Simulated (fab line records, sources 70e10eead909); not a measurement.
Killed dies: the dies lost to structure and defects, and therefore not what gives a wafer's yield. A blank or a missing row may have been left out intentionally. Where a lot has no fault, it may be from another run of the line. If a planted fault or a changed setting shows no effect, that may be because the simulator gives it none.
Struck lot and sound lot, side by side / flow nand harc / 18 steps out of a route of 1302
Sound: these wafers, L170.1, L170.3, L170.4. Wafers L185.2, L185.3, L185.6 were the ones struck. The cause is given at the end.
Order at every step that has rows: each side's tool, ch and its chambers, its first start. Under that, the readings that differ: sound wafers / struck wafers / difference of the means / sigmas: that difference in standard deviations of wafers without a fault.
alike: same words and numbers on both sides, and readings whose means sit less than 2 such deviations apart. not compared: any withheld reading, any reading some wafer has no value for, any bound like >300 that may hide the same value, and any number with overlapping values for which the record gives no deviation.
Wherever a step has rows on one side only, a row that says differs or no value, or a row with sigmas, the two part there. Numbers that don't overlap but have no deviation are shown without sigmas and don't part them. A reading missing from all wafers of one side parts the sides only when that side holds two or more wafers.

first, 2 steps without rows for these wafers: NHARC_A_BONDPAD_HARDBAKE_10 (time 65 s); NHARC_A_BONDPAD_DESCUM_11 (chemistry O2, time 3 s).
NHARC_A_BONDPAD_ETCH_34: etches the open film in N2/H2, target depth 60 nm, overetch 18 nm, time 65.91 s.
  sound on rie diel-08 ch 1,2,3, day 22 23:55; struck on rie diel-13 ch 1,3, day 29 04:42
  alike: drypump motor current A, h2 flow sccm, oes product au, rf vpp V, showerhead plenum p Torr, throttle valve pct
  not compared: rf hours counter h
then, 1 step without rows for these wafers: NHARC_A_BONDPAD_ETCH_12 (etches the open film in CHF3/O2, target depth 220 nm, time 110 s).
NHARC_A_BONDPAD_CD_MEAS_13:
  sound on cd sem-01, day 23 00:08; struck on cd sem-03, day 29 04:56
  alike: cd nm
then, 1 step without rows for these wafers: NHARC_A_BONDPAD_STRIP_15 (strips in O2).
NHARC_A_BONDPAD_ETCH_24: etches the open film in CF4/N2, target depth 30 nm, time 72.99 s.
  sound: rie diel-08 ch 1,2,3; struck: rie diel-08 ch 2,3
  alike: drypump motor current A, oes product au, rf vpp V, showerhead plenum p Torr, throttle valve pct
  not compared: rf hours counter h
then, 2 steps without rows for these wafers: NHARC_A_BONDPAD_STRIP_16 (strips in post etch residue remover, time 600 s); NHARC_A_BONDPAD_DEGAS_25 (time 60 s).
NHARC_A_BONDPAD_PRE_CLEAN_26: time 30 s.
  sound on pvd sputter-02; struck on pvd sputter-01
  alike: heater power w
then, 1 step without rows for these wafers: NHARC_A_BONDPAD_PVD_17 (deposits TaN, target thk 5 nm, time 8.06 s).
NHARC_A_BONDPAD_PVD_27: deposits Cu, target thk 30 nm, time 20.49 s.
  sound on pvd sputter-02; struck on pvd sputter-01
  alike: throttle valve pct
NHARC_A_BONDPAD_ECD_18: material Cu, target thk 400 nm.
  sound on ecd cu-01 ch 0,1, day 23 01:10; struck on ecd cu-01 ch 0, day 29 05:55
  no value came back on the struck wafers for bath heat duty pct (%), bath temp c (C); on the sound wafers bath heat duty pct (%) reads 5.0 6.4 6.4
then, 1 step without rows for these wafers: NHARC_A_BONDPAD_ANNEAL_28 (time 90 s).
NHARC_A_BONDPAD_CMP_19: polishes, t overpolish 30 s, cu recess touch 16 s, target thk 169.82 nm.
  sound on cmp-03 ch 0,1,2, day 23 01:51; struck on cmp-03 ch 1,3, day 29 06:38
  alike: motor current A, overpolish run s
NHARC_A_BONDPAD_THK_MEAS_20: measures by xrf.
  sound on film metro-01, day 23 02:10; struck on film metro-01, day 29 06:58
reading=thk nm (nm); sound=171.6 171.0 171.1; struck=28.5 27.7 29.5; difference=-142.7; sigmas=-99 or more
then, 1 step without rows for these wafers: NHARC_A_BONDPAD_SRD_21 (time 30 s, dry time 20 s).
NHARC_END_SORT_01:
  sound on prober-02 ch 0, day 24 07:43; struck on prober-02 ch 0, day 30 17:36
reading=defect limited yield (%); sound=86 87 90; struck=0 0 0; difference=-88; sigmas=-27
reading=killed at array; sound=86 82 64; struck=670 675 671; difference=+595; sigmas=+27
reading=killed dies; sound=96 85 70; struck=677 677 677; difference=+593; sigmas=+27
  alike: killed at other, killed at periphery, killed open, killed short

WHERE THEY PART
Last at NHARC_END_SORT_01 as far as this record goes, first at NHARC_A_BONDPAD_ECD_18.

WHY: what the simulator had put in
Beginning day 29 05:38, the whole step at NHARC_A_BONDPAD_ECD_18 was skipped on ecd cu-01. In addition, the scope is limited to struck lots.
